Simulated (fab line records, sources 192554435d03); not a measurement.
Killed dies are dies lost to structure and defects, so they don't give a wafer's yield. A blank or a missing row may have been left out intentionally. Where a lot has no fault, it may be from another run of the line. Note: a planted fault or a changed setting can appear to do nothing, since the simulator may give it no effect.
Chamber matching + flow n5 finfet + N5_BEOL_M9_ETCH_62 on rie diel-05: 4 sister chambers
The step etches SOC in N2/H2, target depth 110 nm, overetch 22 nm, time 165 s. 18 wafers are shown with their chamber, then 9 later ones without.

WAFERS PAIRED WITH THEIR CHAMBERS
| wafer  | chamber | drypump motor current A (A) | showerhead plenum p Torr (Torr) | throttle valve pct (%) |
|--------|---------|-----------------------------|---------------------------------|------------------------|
| L078.1 | 2       | 5.3                         | 2.64                            | 17.79                  |
| L078.2 | 3       | 6.2                         | 2.43                            | 17.58                  |
| L078.4 | 1       | 6.3                         | 2.62                            | 17.87                  |
| L082.1 | 0       | 6.1                         | 2.56                            | 17.94                  |
| L082.3 | 1       | 6.3                         | 2.62                            | 17.87                  |
| L082.6 | 0       | 6.1                         | 2.56                            | 17.93                  |
| L083.1 | 2       | 5.3                         | 2.64                            | 17.82                  |
| L083.2 | 3       | 6.2                         | 2.43                            | 17.60                  |
| L083.3 | 1       | 6.3                         | 2.61                            | 17.91                  |
| L083.4 | 0       | 6.1                         | 2.56                            | 17.95                  |
| L083.5 | 3       | 6.1                         | 2.43                            | 17.57                  |
| L083.6 | 2       | 5.3                         | 2.64                            | 17.82                  |
| L088.3 | 0       | 6.1                         | 2.55                            | 17.97                  |
| L088.5 | 0       | 6.1                         | 2.55                            | 17.98                  |
| L088.6 | 2       | 5.3                         | 2.63                            | 17.84                  |
| L091.3 | 3       | 6.2                         | 2.42                            | 17.62                  |
| L091.4 | 0       | 6.1                         | 2.55                            | 17.98                  |
| L091.6 | 3       | 6.1                         | 2.42                            | 17.64                  |

SIGNATURES (averages over the wafers above)
| reading                  | chamber 0 | chamber 1 | chamber 2 | chamber 3 | scatter within a chamber |
|--------------------------|-----------|-----------|-----------|-----------|--------------------------|
| drypump motor current A  | 6.100     | 6.300     | 5.300     | 6.160     | 0.0293                   |
| showerhead plenum p Torr | 2.5550    | 2.6167    | 2.6375    | 2.4260    | 0.00542                  |
| throttle valve pct       | 17.9583   | 17.8833   | 17.8175   | 17.6020   | 0.0238                   |
Rule: for each reading, subtract the chamber's mean from the wafer's reading, divide by that reading's scatter and square the result; add these up over the readings and take the root, which gives the wafer's distance from the chamber. The wafer belongs to the nearest chamber; if the next one is less than 2 further off, it can't be placed. The scatter is the square root of a quotient: the sum, over the shown wafers, of each reading's squared deviation from its chamber's mean, divided by wafers minus chambers.

WAFERS WITH NO CHAMBER GIVEN
| wafer  | drypump motor current A (A) | showerhead plenum p Torr (Torr) | throttle valve pct (%) |
|--------|-----------------------------|---------------------------------|------------------------|
| L089.2 | 5.3                         | 2.63                            | 17.84                  |
| L089.3 | 6.1                         | 2.55                            | 17.98                  |
| L089.5 | 6.1                         | 2.42                            | 17.61                  |
| L093.4 | 6.1                         | 2.55                            | 17.98                  |
| L093.5 | 6.1                         | 2.55                            | 17.98                  |
| L093.6 | 6.1                         | 2.42                            | 17.64                  |
| L094.2 | 6.1                         | 2.54                            | 18.00                  |
| L094.3 | 5.3                         | 2.63                            | 17.86                  |
| L094.4 | 6.1                         | 2.42                            | 17.64                  |

CHAMBER TAKEN BY EACH
| wafer  | from the rows above | in truth |
|--------|---------------------|----------|
| L089.2 | 2                   | 2        |
| L089.3 | 0                   | 0        |
| L089.5 | 3                   | 3        |
| L093.4 | 0                   | 0        |
| L093.5 | 0                   | 0        |
| L093.6 | 3                   | 3        |
| L094.2 | 0                   | 0        |
| L094.3 | 2                   | 2        |
| L094.4 | 3                   | 3        |
Correctly placed: 9 of 9. Not placeable from these rows: 0. Wrongly placed: 0.
